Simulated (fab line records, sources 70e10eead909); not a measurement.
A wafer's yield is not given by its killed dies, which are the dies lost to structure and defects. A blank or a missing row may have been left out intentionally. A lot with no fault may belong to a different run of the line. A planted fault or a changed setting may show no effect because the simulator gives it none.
Which of the tools did it? || flow nandHarc || at 1 step of a route of 1302, 23 lots with 69 wafers sampled

WHAT EACH GAUGE READ, for each wafer
NHARC_A_CONTACT_CD_MEAS_69: the cd target is 300 nm.
{"lot": "L075", "measured": "day 22 06:12", "on": "cdSem-02", "cdNm (nm)": "300.0 299.5 300.0"}
{"lot": "L074", "measured": "day 22 11:04", "on": "cdSem-03", "cdNm (nm)": "300.0 299.9 299.5"}
{"lot": "L076", "measured": "day 22 12:52", "on": "cdSem-02", "cdNm (nm)": "300.1 301.0 301.0"}
{"lot": "L077", "measured": "day 23 03:37", "on": "cdSem-02", "cdNm (nm)": "300.1 299.4 298.3"}
{"lot": "L078", "measured": "day 23 04:59", "on": "cdSem-01", "cdNm (nm)": "300.0 300.4 300.8"}
{"lot": "L079", "measured": "day 24 00:36", "on": "cdSem-01", "cdNm (nm)": "300.8 299.9 300.3"}
{"lot": "L081", "measured": "day 24 21:20", "on": "cdSem-03", "cdNm (nm)": "299.8 299.8 299.3"}
{"lot": "L080", "measured": "day 24 21:22", "on": "cdSem-01", "cdNm (nm)": "298.6 299.3 300.0"}
{"lot": "L082", "measured": "day 25 10:16", "on": "cdSem-01", "cdNm (nm)": "299.3 300.0 299.8"}
{"lot": "L084", "measured": "day 26 00:31", "on": "cdSem-01", "cdNm (nm)": "300.4 301.0 301.1"}
{"lot": "L083", "measured": "day 26 02:58", "on": "cdSem-03", "cdNm (nm)": "299.8 299.5 300.3"}
{"lot": "L085", "measured": "day 26 22:45", "on": "cdSem-01", "cdNm (nm)": "300.1 300.0 299.7"}
{"lot": "L090", "measured": "day 28 01:13", "on": "cdSem-03", "cdNm (nm)": "299.5 299.1 299.2"}
{"lot": "L087", "measured": "day 28 01:25", "on": "cdSem-01", "cdNm (nm)": "300.8 300.1 299.8"}
{"lot": "L088", "measured": "day 28 14:07", "on": "cdSem-03", "cdNm (nm)": "299.3 299.0 298.8"}
{"lot": "L089", "measured": "day 28 16:42", "on": "cdSem-01", "cdNm (nm)": "300.0 299.3 300.4"}
{"lot": "L092", "measured": "day 28 19:20", "on": "cdSem-01", "cdNm (nm)": "299.0 298.5 300.2"}
{"lot": "L091", "measured": "day 29 02:18", "on": "cdSem-02", "cdNm (nm)": "301.3 299.8 299.9"}
{"lot": "L094", "measured": "day 29 22:28", "on": "cdSem-01", "cdNm (nm)": "299.9 300.6 299.4"}
{"lot": "L093", "measured": "day 29 23:02", "on": "cdSem-01", "cdNm (nm)": "299.3 299.3 299.2"}
{"lot": "L095", "measured": "day 30 22:30", "on": "cdSem-01", "cdNm (nm)": "299.7 299.4 299.2"}
{"lot": "L096", "measured": "day 31 18:41", "on": "cdSem-01", "cdNm (nm)": "299.4 300.6 299.2"}
{"lot": "L097", "measured": "day 32 11:55", "on": "cdSem-01", "cdNm (nm)": "299.3 299.6 299.0"}

EACH LOT AND THE TOOL THAT RAN IT (in order: tool; ch and the chambers of the sampled wafers; start)
The record shows no process step preceding these readings.

AS READ BY THE TOOLS THEMSELVES (means over the sampled wafers that have a number; for cases with no such wafer, the mark the record gives instead)
The record holds no such reading with a usual standard deviation.

THE ANSWER, worked out from the rows above alone
Rule: the lots themselves supply what counts as usual. The widest of any qualifying gaps counts: lots, ordered by their means at a reading, are off when they make up no more than a third of the lots, leave a main group of 4 or more, and stand apart from it by 3 or more times the standard deviation of that group's means. A main group whose means are all the same, to the digits that the tables above print for the reading, isn't used. A lot without any number at a reading at which 4 lots or more have one is off too. Where the step has rows for the other lots, those lots are counted as sound. Order of review: gauges by route order, followed by the tools' own readings, for which a lot's mean as printed above is used. The first step at which some lot is off is used, and at that step the reading that is off furthest; a lot without a number counts as furthest.
Across all readings shown, no lot is off: no conclusion can be drawn from this.

WHAT WAS PUT IN BY THE SIMULATOR
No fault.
